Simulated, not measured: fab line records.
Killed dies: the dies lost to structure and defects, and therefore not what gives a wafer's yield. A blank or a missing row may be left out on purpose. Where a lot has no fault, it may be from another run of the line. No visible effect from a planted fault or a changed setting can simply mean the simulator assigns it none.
fab line records :: flow n5Finfet
record
  lots=3
  wafers=9
  lastDay=16
route steps=1938 shown BEOL_M6@1245 BEOL_M7@1263 PASSIVATION@1936
lots that met no fault: from a run of the same line without faults
startH: hours from the record's opening day to when the first of the lot's shown wafers began :: waitH: hours elapsed since this lot's preceding step :: " as in the row above :: L1.1+2: a single row standing in for several wafers :: - value missing, or start not given :: * or withheld: withheld :: < > ~ a bound
route shown NAME@n: NAME is a module with steps in the file, n the number in the route of the first one :: usual: the fault-free wafers' mean and standard deviation :: same: alike in all rows :: chamber/n: place in a boat :: sites: the reading at each site :: _std_site: their standard deviation :: _edge_site: mean of outer sites minus mean of inner sites :: radiusMm: for every site, how far away it sits from the centre of the wafer :: mask NAME#n: copy n :: behind: the tool/chamber that last shaped the wafer :: hold: reason for holding the lot/hours on hold/outcome of the hold :: device: names the non-switching transistor (n, p or np) :: end of line: tests run on the same wafers once the route is complete :: where a step has no rows: the recipe by itself :: killed: the dies lost at the first sort to structure and to defects; this is not the yield of the wafer :: map: dies across one wafer; x = killed, . = not, _ = none there
set.NAME: the setting the step ran with; set.NAME@STEP: the setting that earlier step ran with :: model.NAME: the simulator's own value behind a step, which no gauge read
lots seen at some steps along the route; tables by step, rows by wafer
services: a tool's chamber out of use, with start hour (startH, from the record's first day; less than 0 if before it), hours out, and reason
## steps
# step N5_BEOL_M6_PRECLEAN_42
# recipe
  chemistry=residueRemover
  timeS=60
  tempC=40
# step N5_BEOL_M6_SRD_43
# recipe
  timeS=30
  tempC=23
  rinseLiquid=diw
  dry=ipaMarangoni
# step N5_BEOL_M6_CURE_75
# recipe
  tempC=370
  timeS=120
  ambient=DMADMS/He
  material=SiCOH_lowk
# step N5_BEOL_M6_DEGAS_44
# recipe
  ambient=vacuum
  tempC=250
  timeS=60
# step N5_BEOL_M6_PRE_CLEAN_45
# recipe
  gas=H2/He
  timeS=30
  tempC=250
# step N5_BEOL_M6_ALD_77
# recipe
  material=TaN
  targetThkA=20
  tempC=275
  aldPrecursorFamily=PDMAT
  aldCoReactant=NH3
  pressureTorr=3
  carrierFlowSccm=1500
  pulseTimeS=2
  purgeTimeS=3
  coReactantPurgeTimeS=2
  coReactantPulseTimeS=3
  aldCycles=40
  precursorVesselTempC=75
  precursorVesselPressureTorr=26.25
  precursorVesselCarrierSccm=1000
# step N5_BEOL_M6_SURFACE_TREAT_79
# recipe
  gas=Ar
  timeS=*
  ionEnergyEv=*
  ionCurrentMaCm2=0.5
  pressureMtorr=*
  arFlowSccm=30
# step N5_BEOL_M6_CVD_78
# recipe
  material=Co
  targetThkA=20
  tempC=withheld
  precursor=CCTBA/H2
  pressureTorr=30
  timeS=142.3
# step N5_BEOL_M6_SPUTTER_48
# recipe
  material=Cu
  targetThkA=100
  tempC=-20
  biasV=60
  powerW=26000
  chamberPressurePa=0.13
  timeS=1.667
# step N5_BEOL_M6_ECD_50
# recipe
  material=Cu
  targetThkA=3000
# step N5_BEOL_M6_ANNEAL_51
# recipe
  tempC=225
  timeS=90
  ambient=N2
# step N5_BEOL_M6_CMP_52
# recipe
  stopOn=SiCOH_lowk
  tOverpolishS=6.9
  downForcePsi=1
  platenRpm=50
  clearingPlatenDownForcePsi=1.5
  clearingPlatenRpm=50
  postCmpClean=cuAlkaline
  targetThkNm=80
  clearingPlatenPadVelocityMS=0.99484
  padVelocityMS=0.99484
# usual
  barrierFieldEndpointS=29.3/0.73
  edgeZonePressureFrac=1.001/0.0048
  motorCurrentA=6.0/0.43
  overpolishRunS=6.900/0.0085
  padLifeWafers=1430/490
  retainingRingPressureFrac=1.000/0.0046
  timeToEndpointS=63.9/2.9
lot.wafer: L755.2
tool: cmp-02
chamber: 2
startH: 194.90
waitH: 0.2
barrierFieldEndpointS: 28.8
edgeZonePressureFrac: 1.005
motorCurrentA: 6.0
overpolishRunS: 6.910
padLifeWafers: 750
retainingRingPressureFrac: 0.996
timeToEndpointS: 60.8

lot.wafer: L755.1
tool: cmp-02
chamber: 3
startH: 194.90
waitH: 0.2
barrierFieldEndpointS: 27.8
edgeZonePressureFrac: 0.995
motorCurrentA: 5.8
overpolishRunS: 6.900
padLifeWafers: 751
retainingRingPressureFrac: 0.995
timeToEndpointS: 58.9

lot.wafer: L755.5
tool: cmp-02
chamber: 2
startH: 194.90
waitH: 0.2
barrierFieldEndpointS: 28.7
edgeZonePressureFrac: 1.001
motorCurrentA: 6.2
overpolishRunS: 6.896
padLifeWafers: -
retainingRingPressureFrac: 1.002
timeToEndpointS: 62.4

lot.wafer: L768.1
tool: cmp-02
chamber: 2
startH: 267.48
waitH: 0.3
barrierFieldEndpointS: 29.7
edgeZonePressureFrac: 0.997
motorCurrentA: 6.2
overpolishRunS: 6.902
padLifeWafers: 1368
retainingRingPressureFrac: 1.003
timeToEndpointS: 63.8

lot.wafer: L768.2
tool: cmp-02
chamber: 0
startH: 267.48
waitH: 0.3
barrierFieldEndpointS: 29.4
edgeZonePressureFrac: 0.994
motorCurrentA: 5.6
overpolishRunS: 6.911
padLifeWafers: 1370
retainingRingPressureFrac: 1.001
timeToEndpointS: 67.4

lot.wafer: L768.5
tool: cmp-02
chamber: 3
startH: 267.48
waitH: 0.3
barrierFieldEndpointS: 29.2
edgeZonePressureFrac: 0.996
motorCurrentA: 5.8
overpolishRunS: 6.899
padLifeWafers: -
retainingRingPressureFrac: 0.996
timeToEndpointS: 62.5

lot.wafer: L769.3
tool: cmp-01
chamber: 1
startH: 287.83
waitH: 0.2
barrierFieldEndpointS: 29.0
edgeZonePressureFrac: 1.006
motorCurrentA: 5.6
overpolishRunS: 6.916
padLifeWafers: 2106
retainingRingPressureFrac: 0.999
timeToEndpointS: 62.1

lot.wafer: L769.6
tool: cmp-01
chamber: 1
startH: 287.83
waitH: 0.2
barrierFieldEndpointS: 28.8
edgeZonePressureFrac: 0.996
motorCurrentA: 5.8
overpolishRunS: 6.895
padLifeWafers: -
retainingRingPressureFrac: 1.000
timeToEndpointS: 59.6

lot.wafer: L769.5
tool: cmp-01
chamber: 2
startH: 287.83
waitH: 0.2
barrierFieldEndpointS: 28.7
edgeZonePressureFrac: 0.998
motorCurrentA: 6.2
overpolishRunS: 6.893
padLifeWafers: -
retainingRingPressureFrac: 0.995
timeToEndpointS: 62.9
# step N5_BEOL_M6_PRE_CLEAN_55
# recipe
  gas=NH3
  timeS=15
  tempC=withheld
  rfPowerW=300
# step N5_BEOL_M6_DEP_56
# recipe
  material=SiCN
  targetThkA=100
  tempC=withheld
  precursor=3MS/NH3
  pressureTorr=3
  rfW=202
  timeS=17.5
# step N5_BEOL_M6_INSPECT_58
# recipe
  inspectInstrument=darkfield
  mode=postDep
# usual
  rawDefectCount=77/28
lot.wafer: L755.1
tool: defectInspect-01
chamber: -
startH: 195.38
waitH: 0.0
rawDefectCount: 86

lot.wafer: L755.2
tool: defectInspect-01
chamber: -
startH: 195.38
waitH: 0.0
rawDefectCount: 58

lot.wafer: L755.5
tool: defectInspect-01
chamber: -
startH: 195.38
waitH: 0.0
rawDefectCount: 61

lot.wafer: L768.1
tool: defectInspect-01
chamber: -
startH: 267.93
waitH: 0.0
rawDefectCount: 121

lot.wafer: L768.2
tool: defectInspect-01
chamber: -
startH: 267.93
waitH: 0.0
rawDefectCount: 519

lot.wafer: L768.5
tool: defectInspect-01
chamber: -
startH: 267.93
waitH: 0.0
rawDefectCount: 85

lot.wafer: L769.3
tool: defectInspect-02
chamber: -
startH: 288.30
waitH: 0.0
rawDefectCount: 53

lot.wafer: L769.5
tool: defectInspect-02
chamber: -
startH: 288.30
waitH: 0.0
rawDefectCount: 71

lot.wafer: L769.6
tool: defectInspect-02
chamber: -
startH: 288.30
waitH: 0.0
rawDefectCount: 93
# step N5_BEOL_M7_ILD_DEP_00
# recipe
  material=SiCOH_lowk
  targetThkA=1797.5
  tempC=300
  precursor=DEMS/porogen
  pressureTorr=5
  rfW=500
  timeS=33.4
# step N5_BEOL_M7_CURE_74
# recipe
  tempC=385
  timeS=240
  ambient=He/Ar
  material=SiCOH_lowk
# step N5_BEOL_M7_PECVD_70
# recipe
  material=SiO2
  targetThkA=200
  tempC=400
  precursor=TEOS/O2
  pressureTorr=5.5
  rfW=450
  teosFlowSccm=53.8
  gas=O2
  flowSccm=3000
  timeS=22.7
# step N5_BEOL_M7_HM_DEP_02
# recipe
  material=TiN
  targetThkA=200
  tempC=25
  chamberPressurePa=0.49996
# step N5_BEOL_M7_COAT_59
# recipe
  resist=SOC
  tempC=250
  timeS=60
  spinRpm=1500
  resistThkNm=100
# step N5_BEOL_M7_COAT_60
# recipe
  resist=SiARC
  tempC=220
  timeS=60
  spinRpm=1500
  resistThkNm=35
# step N5_BEOL_M7_COAT_05
# recipe
  resist=CAR-ArF
  spinRpm=1500
  resistThkNm=90
# step N5_BEOL_M7_EBR_07
# recipe
  solvent=PGMEA
  ebrWidthMm=1.5
# step N5_BEOL_M7_SOFTBAKE_06
# recipe
  tempC=110
  timeS=60
  resist=CAR-ArF
# step N5_BEOL_M7_EXPOSE_08
# recipe
  maskId=M7
  na=1.35
  sourceShape=dipole
  sigmaInner=0.817
  sigmaOuter=0.97
  polarization=te
  doseMj=68.25
# step N5_BEOL_M7_PEB_09
# recipe
  pebTempC=withheld
  pebTimeS=60
  resist=CAR-ArF
# step N5_BEOL_M7_DEVELOP_10
# recipe
  developTimeS=30
  developer=TMAH
  resist=CAR-ArF
  rinseLiquid=diw
  dry=airSpin
  devTempC=23
# step N5_BEOL_M7_INSPECT_13
# recipe
  mode=adi
  inspectInstrument=brightfield
# usual
  rawDefectCount=428/78
lot.wafer: L755.1
tool: defectInspect-02
chamber: -
startH: 197.96
waitH: 0.0
rawDefectCount: 437

lot.wafer: L755.2
tool: defectInspect-02
chamber: -
startH: 197.96
waitH: 0.0
rawDefectCount: 282

lot.wafer: L755.5
tool: defectInspect-02
chamber: -
startH: 197.96
waitH: 0.0
rawDefectCount: 381

lot.wafer: L768.1
tool: defectInspect-01
chamber: -
startH: 270.34
waitH: 0.0
rawDefectCount: 531

lot.wafer: L768.2
tool: defectInspect-01
chamber: -
startH: 270.34
waitH: 0.0
rawDefectCount: 821

lot.wafer: L768.5
tool: defectInspect-01
chamber: -
startH: 270.34
waitH: 0.0
rawDefectCount: 497

lot.wafer: L769.3
tool: defectInspect-02
chamber: -
startH: 290.65
waitH: 0.0
rawDefectCount: 396

lot.wafer: L769.5
tool: defectInspect-02
chamber: -
startH: 290.65
waitH: 0.0
rawDefectCount: 313

lot.wafer: L769.6
tool: defectInspect-02
chamber: -
startH: 290.65
waitH: 0.0
rawDefectCount: 401
# step N5_BEOL_M7_DESCUM_16
# recipe
  chemistry=O2
  timeS=7.9
  sourcePowerW=50
  biasPowerW=20
  pressureMtorr=20
  rfFrequencyHz=2.712e+07
  tempC=40
  resist=CAR-ArF
  o2FlowSccm=225
# step N5_BEOL_M7_ETCH_61
# recipe
  chemistry=CF4
  target=SiARC
  targetDepthA=455
  maskMaterial=CAR-ArF
  timeS=75.8
  ionEnergyEv=80
  pressureMtorr=40
  sourceW=545
  biasW=36
  Ar_flow_sccm=100
  cf4FlowSccm=100
  ends=cleared
# step N5_BEOL_M7_ETCH_62
# recipe
  chemistry=N2/H2
  target=SOC
  targetDepthA=1100
  overetchA=220
  maskMaterial=SiARC
  tempC=40
  timeS=165
  ionEnergyEv=200
  pressureMtorr=30
  sourceW=840
  biasW=150
  n2FlowSccm=200
  h2FlowSccm=200
# step N5_BEOL_M7_STRIP_68
# recipe
  chemistry=N2/H2
  tempC=40
  n2FlowSccm=200
  h2FlowSccm=200
  rfFrequencyHz=6e+07
# step N5_BEOL_M7_STRIP_67
# recipe
  chemistry=CF4
  resist=SiARC
  powerW=300
  biasPowerW=75
  pressureMtorr=50
  cf4FlowSccm=150
  rfFrequencyHz=6e+07
# step N5_BEOL_M7_HM_OPEN_17
# recipe
  chemistry=Cl2/BCl3
  targetDepthA=200
  overetchA=60
  target=TiN
  maskMaterial=SOC
  ionEnergyEv=150
  pressureMtorr=10
  icpW=1000
  biasW=126
  Cl2_flow_sccm=53.25
  bcl3FlowSccm=21.75
  Ar_flow_sccm=25
# step N5_BEOL_M7_STRIP_19
# recipe
  chemistry=O2
  powerW=400
  tempC=40
  pressureMtorr=30
  rfFrequencyHz=6e+07
  biasPowerW=0
  overashFraction=0.2
  o2FlowSccm=225
# step N5_BEOL_M7_INSPECT_30
# recipe
  mode=adi
  inspectInstrument=brightfield
# usual
  rawDefectCount=424/89
lot.wafer: L755.1
tool: defectInspect-01
chamber: -
startH: 199.75
waitH: 0.1
rawDefectCount: 398

lot.wafer: L755.2
tool: defectInspect-01
chamber: -
startH: 199.75
waitH: 0.1
rawDefectCount: 266

lot.wafer: L755.5
tool: defectInspect-01
chamber: -
startH: 199.75
waitH: 0.1
rawDefectCount: 320

lot.wafer: L768.1
tool: defectInspect-02
chamber: -
startH: 272.31
waitH: 0.1
rawDefectCount: 573

lot.wafer: L768.2
tool: defectInspect-02
chamber: -
startH: 272.31
waitH: 0.1
rawDefectCount: 922

lot.wafer: L768.5
tool: defectInspect-02
chamber: -
startH: 272.31
waitH: 0.1
rawDefectCount: 559

lot.wafer: L769.3
tool: defectInspect-01
chamber: -
startH: 293.02
waitH: 0.0
rawDefectCount: 319

lot.wafer: L769.5
tool: defectInspect-01
chamber: -
startH: 293.02
waitH: 0.0
rawDefectCount: 277

lot.wafer: L769.6
tool: defectInspect-01
chamber: -
startH: 293.02
waitH: 0.0
rawDefectCount: 349
# step N5_PASSIVATION_PROBE_49
# usual
  defectLimitedYield=91.5/1.4
  killed_at_M0_to_M3=32/9.8
  killed_at_M4_up=13/5.3
  killedAtContacts=13/6.4
  killedAtFrontEnd=39/10
  killedAtOther=3.1/2.5
  killedDies=100/17
  killedOnRim=13/3.9
  killedOpen=65/13
  killedShort=33/7.7
  sort_bin_5_function=5.0/0.93
  sort_bin_6_memory=3.2/0.69
  sort_bin_8_speed=0.00/0.007
  sortNPass=1080/17
  sortYieldPct=91.5/1.4
# same
  grossDies=1180
  killedAtBackSide=0
  sort_bin_4_leakage[%]=0
lot.wafer: L755.1
tool: prober-02
chamber: -
startH: 271.73
waitH: 0.0
defectLimitedYield[%]: 92.4
killed_at_M0_to_M3: 38
killed_at_M4_up: 16
killedAtContacts: 12
killedAtFrontEnd: 23
killedAtOther: 1
killedDies: 90
killedOnRim: 8
killedOpen: 63
killedShort: 25
sort_bin_5_function[%]: 5.0
sort_bin_6_memory[%]: 2.2
sort_bin_8_speed[%]: 0
sortNPass: 1090
sortYieldPct[%]: 92.4

lot.wafer: L755.2
tool: prober-02
chamber: -
startH: 271.78
waitH: 0.1
defectLimitedYield[%]: 89.7
killed_at_M0_to_M3: 31
killed_at_M4_up: 13
killedAtContacts: 13
killedAtFrontEnd: 62
killedAtOther: 2
killedDies: 121
killedOnRim: 17
killedOpen: 84
killedShort: 35
sort_bin_5_function[%]: 5.3
sort_bin_6_memory[%]: 4.7
sort_bin_8_speed[%]: 0.08
sortNPass: 1058
sortYieldPct[%]: 89.7

lot.wafer: L755.5
tool: prober-02
chamber: -
startH: 271.93
waitH: 0.2
defectLimitedYield[%]: 91.3
killed_at_M0_to_M3: 23
killed_at_M4_up: 20
killedAtContacts: 20
killedAtFrontEnd: 40
killedAtOther: 0
killedDies: 103
killedOnRim: 12
killedOpen: 73
killedShort: 27
sort_bin_5_function[%]: 4.9
sort_bin_6_memory[%]: 3.5
sort_bin_8_speed[%]: 0
sortNPass: 1077
sortYieldPct[%]: 91.3

lot.wafer: L768.1
tool: prober-02
chamber: -
startH: 356.42
waitH: 0.0
defectLimitedYield[%]: 92.2
killed_at_M0_to_M3: 19
killed_at_M4_up: 15
killedAtContacts: 19
killedAtFrontEnd: 30
killedAtOther: 9
killedDies: 92
killedOnRim: 10
killedOpen: 59
killedShort: 31
sort_bin_5_function[%]: 4.9
sort_bin_6_memory[%]: 2.6
sort_bin_8_speed[%]: 0
sortNPass: 1088
sortYieldPct[%]: 92.2

lot.wafer: L768.2
tool: prober-02
chamber: -
startH: 356.47
waitH: 0.1
defectLimitedYield[%]: 64.0
killed_at_M0_to_M3: 24
killed_at_M4_up: 368
killedAtContacts: 5
killedAtFrontEnd: 22
killedAtOther: 6
killedDies: 425
killedOnRim: 57
killedOpen: 43
killedShort: 26
sort_bin_5_function[%]: 23.0
sort_bin_6_memory[%]: 10.6
sort_bin_8_speed[%]: 0
sortNPass: 755
sortYieldPct[%]: 64.0

lot.wafer: L768.5
tool: prober-02
chamber: -
startH: 356.62
waitH: 0.2
defectLimitedYield[%]: 91.4
killed_at_M0_to_M3: 32
killed_at_M4_up: 18
killedAtContacts: 11
killedAtFrontEnd: 39
killedAtOther: 2
killedDies: 102
killedOnRim: 9
killedOpen: 62
killedShort: 40
sort_bin_5_function[%]: 4.4
sort_bin_6_memory[%]: 4.0
sort_bin_8_speed[%]: 0
sortNPass: 1078
sortYieldPct[%]: 91.4

lot.wafer: L769.3
tool: prober-01
chamber: -
startH: 371.88
waitH: 0.1
defectLimitedYield[%]: 92.3
killed_at_M0_to_M3: 29
killed_at_M4_up: 14
killedAtContacts: 4
killedAtFrontEnd: 41
killedAtOther: 3
killedDies: 91
killedOnRim: 19
killedOpen: 57
killedShort: 34
sort_bin_5_function[%]: 4.3
sort_bin_6_memory[%]: 3.2
sort_bin_8_speed[%]: 0
sortNPass: 1089
sortYieldPct[%]: 92.3

lot.wafer: L769.5
tool: prober-01
chamber: -
startH: 371.98
waitH: 0.2
defectLimitedYield[%]: 92.7
killed_at_M0_to_M3: 23
killed_at_M4_up: 12
killedAtContacts: 3
killedAtFrontEnd: 44
killedAtOther: 4
killedDies: 86
killedOnRim: 13
killedOpen: 55
killedShort: 29
sort_bin_5_function[%]: 4.7
sort_bin_6_memory[%]: 2.2
sort_bin_8_speed[%]: 0
sortNPass: 1094
sortYieldPct[%]: 92.7

lot.wafer: L769.6
tool: prober-01
chamber: -
startH: 372.03
waitH: 0.3
defectLimitedYield[%]: 93.5
killed_at_M0_to_M3: 14
killed_at_M4_up: 13
killedAtContacts: 8
killedAtFrontEnd: 35
killedAtOther: 7
killedDies: 77
killedOnRim: 11
killedOpen: 50
killedShort: 27
sort_bin_5_function[%]: 3.6
sort_bin_6_memory[%]: 2.5
sort_bin_8_speed[%]: 0
sortNPass: 1103
sortYieldPct[%]: 93.5
# killed by level:class
L755.1 BEOL_M0_SAQP:geometricParticle:short=12 MOL_CONTACT_COAG:geometricParticle:open=11 BEOL_M0_SAQP:geometricParticle:open=10 BEOL_M4:geometricParticle:open=10 STI_FIN_REVEAL:geometricParticle:open=8 FIN_SAQP:geometricParticle:open=5 BEOL_M3:geometricParticle:open=5 BEOL_M2:geometricParticle:open=5
L755.2 STI_FIN_REVEAL:geometricParticle:open=30 MOL_CONTACT_COAG:geometricParticle:open=12 BEOL_M0_SAQP:geometricParticle:short=11 FIN_SAQP:geometricParticle:open=10 BEOL_M0_SAQP:geometricParticle:open=8 FIN_SAQP:geometricParticle:short=7 BEOL_M1:geometricParticle:open=6 BEOL_M4:geometricParticle:open=6
L755.5 MOL_CONTACT_COAG:geometricParticle:open=15 STI_FIN_REVEAL:geometricParticle:open=12 FIN_SAQP:geometricParticle:open=8 BEOL_M0_SAQP:geometricParticle:short=6 BEOL_M6:geometricParticle:open=5 MOL_CONTACT_COAG:geometricParticle:short=5 BEOL_M0_SAQP:geometricParticle:open=5 BEOL_M4:geometricParticle:open=5
L768.1 MOL_CONTACT_COAG:geometricParticle:open=14 BEOL_M0_SAQP:geometricParticle:short=8 FIN_SAQP:geometricParticle:open=6 FIN_SAQP:geometricParticle:short=6 BEOL_M4:geometricParticle:open=6 MOL_CONTACT_COAG:geometricParticle:short=5 BEOL_M4:geometricParticle:short=4 BEOL_M0_SAQP:geometricParticle:open=4
L768.2 BEOL_M6:unspecified=356 BEOL_M0_SAQP:geometricParticle:open=8 BEOL_M0_SAQP:geometricParticle:short=6 BEOL_M4:geometricParticle:open=6 BEOL_M2:geometricParticle:open=5 FIN_SAQP:geometricParticle:open=4 STARTING-WAFER:geometricParticle:open=4 MOL_CONTACT_COAG:geometricParticle:open=3
L768.5 BEOL_M0_SAQP:geometricParticle:open=13 BEOL_M0_SAQP:geometricParticle:short=9 STI_FIN_REVEAL:geometricParticle:open=8 FIN_SAQP:geometricParticle:short=7 MOL_CONTACT_COAG:geometricParticle:short=6 BEOL_M5:geometricParticle:open=6 MOL_CONTACT_COAG:geometricParticle:open=5 BEOL_M4:geometricParticle:open=5
L769.3 FIN_SAQP:geometricParticle:short=12 FIN_SAQP:geometricParticle:open=7 STI_FIN_REVEAL:geometricParticle:open=7 BEOL_M3:geometricParticle:open=7 BEOL_M0_SAQP:geometricParticle:open=6 BEOL_M0_SAQP:geometricParticle:short=6 STARTING-WAFER:geometricParticle:open=5 BEOL_M2:geometricParticle:open=4
L769.5 FIN_SAQP:geometricParticle:open=17 STI_FIN_REVEAL:geometricParticle:open=7 BEOL_M0_SAQP:geometricParticle:short=7 BEOL_M4:geometricParticle:open=6 FIN_SAQP:geometricParticle:short=4 BEOL_M0_SAQP:geometricParticle:open=4 STARTING-WAFER:geometricParticle:short=3 ILD0:geometricParticle:short=3
L769.6 STI_FIN_REVEAL:geometricParticle:open=7 DUMMY_GATE:geometricParticle:open=6 FIN_SAQP:geometricParticle:open=4 FIN_SAQP:geometricParticle:short=4 MOL_CONTACT_COAG:geometricParticle:short=4 MOL_CONTACT_COAG:geometricParticle:open=4 BEOL_M2:geometricParticle:open=4 MIM_TOP_ETCH:geometricParticle:open=4
# map L768.2 (x killed, . not)
_________________........x.x.________________
______________......x..x..x....x_____________
___________.xx.x....x.x..x..x..x.x.__________
__________x.x.xx......x..x.......xxx_________
________....x.xxxx.....xx.xx.x....xxxx_______
_______........xxx..xx...x.x.x.....x.x.______
______.x.xxxxx...xx.............x...x..._____
_____x...........xxx.xx.....x..x....x....____
____xx.........x..x.xx...x..xxx.x.........___
___..x....x...xx..xx..x.....xx...x...xxx.x.__
___.x....x..x...xxx........x......x.......x__
__x...........xx..x..xxx...x...x...x...xx..._
__x...........xxxx..x.x......xxxxx.......xx._
_x..x.x.xx.......xxx...x...xxxxxxx..x.xx..x..
_xxx.xx...xx....xx.x..x.xx.xx........xx...x.x
_xx....xxx...x.x..x.x.xxx.......xx.....xxx.x.
_..x...x.x.xx.x.x...x...x......x..x...xx.....
_xx.xxx..xx...x....xx.x..x...x.xxx.xx..x.x...
_...x.....x.x..x.xxx...x...x.xxx....x.xx.....
_.x............x..xx.....x.x..x.xxx.x..x...x.
_x..x.xxx...........x.....x.x.xx.x.x.xx.....x
__x.....x.x.x.xx.xxx.x.xxx.....xx.....x.x..._
__x...........xx..x.x..x..xxx....xxx.xx..xx._
___.x.x.x...xx...........x.xxx.x....xx.x.x.__
___x....x...xxxx..x..xx..x.x.xx...x..x..xx.__
____..x..........x.x.x..xxx...xxx..x......___
_____xx....x.xxx.x.x..x....xx.....x..x...____
______..x...xx..........x.....x..x.x.x.._____
_______..x.xxx.x.x.x.xx.x.xx.x.x.x.xx..______
________x.x..xx...x.xxxx.x...x.x......_______
__________x.x..xx....x.x.x.xx...xxxx_________
___________xxxxxxx..x.x.xxx....x...__________
______________x.....x.xx....xxx._____________
_________________x.xxx.x.x.x.________________
# map L755.2 (x killed, . not)
_________________....x..x....________________
______________.................._____________
___________.x..................x...__________
__________........x................._________
________..............x.....xx......x._______
_______.x........x.....................______
______.......x......xxx.......x....x...._____
_____x....x.....x.x......x...............____
____.........x.........................x..___
___.....x..x.x.x......x.xx.................__
___x.x.................................x...__
__x......xx.........x..x...........x........_
__.x...x.........x..x...x................xx._
_...........xx........x.x.........x..........
_.............x...............x.........xx..x
_.x...xx......x....xx....x......x....x.......
_..x..............................x......x...
_.................................x....x.....
_..x...................x...x...x.x......xx...
_........................x................xx.
_....x...x.x.....x............x..............
__....x...................x..x.............x_
__..x....x................x................x_
___............x................x...x..xx..__
___..........................x....x.x....x.__
____.x....x.......x..x.x....x.............___
_____............x.......................____
______.............x...................x_____
_______...........x................x...______
________..............x.....x.x......._______
__________........................x._________
___________.............x..........__________
______________......x..........._____________
_________________.......x....________________
## services
tool: cmp-01
chamber: -
startH: 208.84
hours: 35.8
kind: repair

tool: cmp-02
chamber: -
startH: 227.95
hours: 2.5
kind: repair

tool: cmp-02
chamber: -
startH: 258.39
hours: 1.6
kind: repair
## key
firstSign
  step=N5_BEOL_M6_INSPECT_58
  reading=rawDefectCount
  direction=up
  sigmas=16
  usual=77
  struck=519
effect
  step=N5_BEOL_M7_INSPECT_13
  reading=rawDefectCount
  direction=up
  sigmas=5
  usual=428
  struck=821
effect
  step=N5_BEOL_M7_INSPECT_30
  reading=rawDefectCount
  direction=up
  sigmas=5.6
  usual=424
  struck=922
effect
  step=N5_PASSIVATION_PROBE_49
  reading=killed_at_M4_up
  direction=up
  sigmas=67
  usual=13
  struck=368
moreKillsBornAt
  N5_BEOL_M6_CMP_52@cmp-02=356
metAt N5_BEOL_M6_CMP_52
struckWafers L768.2
fault
  kind=chamberParticleSource
  tool=cmp-02
  chamber=0
  onsetH=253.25
  steps=N5_BEOL_M6_CMP_52
  ratePerVisitCm2=0.71898
  endH=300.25
